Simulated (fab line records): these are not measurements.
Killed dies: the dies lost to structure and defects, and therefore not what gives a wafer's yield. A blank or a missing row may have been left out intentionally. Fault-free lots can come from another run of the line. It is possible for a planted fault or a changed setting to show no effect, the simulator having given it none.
Problem report in the 8D (eight disciplines) form, filled by code :: flow n5 finfet :: the parts of the form that need people (team, actions taken, sign-off) are left out
Where a reading is given only as a bound, like >300, the bound stands for it, and a mean or a difference that rests on one is marked > or <: the true number lies beyond.

1. THE PROBLEM
Wafers without a fault read 38, standard deviation 16; raw defect count at N5_ZERO_LAYER_INSPECT_20 reads a mean of 1452 on 6 wafers belonging to 2 lots. Relative to the usual mean, that is a shift of +88 standard deviations.
The step: inspects for defects (darkfield).
Seen first at day 5 19:23 on defect inspect-02, wafer L684.1. At this step, 27 wafers from 9 lots have a number in the record. Rule for "out" (also "out of limits"): further than 4 standard deviations from the usual mean. All remaining wafers that have a number are taken as sound.

2. WHAT THIS IS AND IS NOT
question: which readings at this step
is: raw defect count
is not: -

question: which lots
is: L684, L687
is not: L669, L672, L673, L674, L676, L677, L689

question: which wafers of those lots
is: all that have a number
is not: -

question: read on which gauges
is: defect inspect-02
is not: defect inspect-01

question: when
is: from day 5 19:23
is not: up to then (18 sound wafers); but 3 sound wafers of L689 came after

3. SUSPECTS, AND WHAT RULES EACH OUT
Counting: any tool at a process step up to the reading is kept as a suspect provided that every lot that is out went through it and no sound lot did after the first of them.
- the gauge at N5_ZERO_LAYER_INSPECT_20 is ruled out. All the wafers that are out were read on defect inspect-02, but those of them that N5_PASSIVATION_PROBE_49 has rows for are out there too, on other tools.
- wet bench-06 at N5_ZERO_LAYER_STRIP_19 (strips in SPM, time 900 s): kept. All lots that are out passed through it, beginning with L684 at day 5 19:06, and no sound lot followed; its final sound lot before that point was L677 at day 4 00:59.
After counting, what remains is wet bench-06 at N5_ZERO_LAYER_STRIP_19.

4. THE CAUSE (what the simulator had put in)
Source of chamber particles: wet bench-06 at N5_ZERO_LAYER_STRIP_19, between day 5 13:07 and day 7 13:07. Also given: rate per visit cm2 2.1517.
Only this tool survived the counting.

5. THE EFFECT CHAIN, in route order
Rows list readings where the struck wafers' mean (over those with a number) sits beyond 3 standard deviations from the usual. Scope: only readings with a usual standard deviation given in the record; hours: median across lots of the time from each lot's start at the first step in this table that gives one to its start at this step; sigmas: change in usual standard deviations.
hours: 0
step: N5_ZERO_LAYER_INSPECT_20
reading: raw defect count
usual: 38
on struck wafers: 1452
change: +1414
sigmas: +88

hours: 0
step: N5_WELL_APT_INSPECT_10
reading: raw defect count
usual: 2.2
on struck wafers: >300
change: >+298
sigmas: +99 or more

hours: 4
step: N5_WELL_APT_INSPECT_38
reading: raw defect count
usual: 13
on struck wafers: 1414
change: +1401
sigmas: +99 or more

hours: 271
step: N5_PASSIVATION_PROBE_49
reading: killed at front end
usual: 40
on struck wafers: 168
change: +128
sigmas: +12

hours: 271
step: N5_PASSIVATION_PROBE_49
reading: killed dies
usual: 105
on struck wafers: 235
change: +130
sigmas: +7.7

hours: 271
step: N5_PASSIVATION_PROBE_49
reading: killed on rim
usual: 14
on struck wafers: 26
change: +12
sigmas: +3.0
Its process steps:
- N5_PASSIVATION_PROBE_49

6. WHAT WOULD HAVE CAUGHT IT SOONER
The first out-of-limits reading at a measuring or inspecting step in this record came at day 5 19:23, 6 hours after the fault's start at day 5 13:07.
Lots out: 2; of these, L687 started N5_ZERO_LAYER_STRIP_19 on wet bench-06 after day 5 19:23. Putting the tool on hold at that point would have spared it.
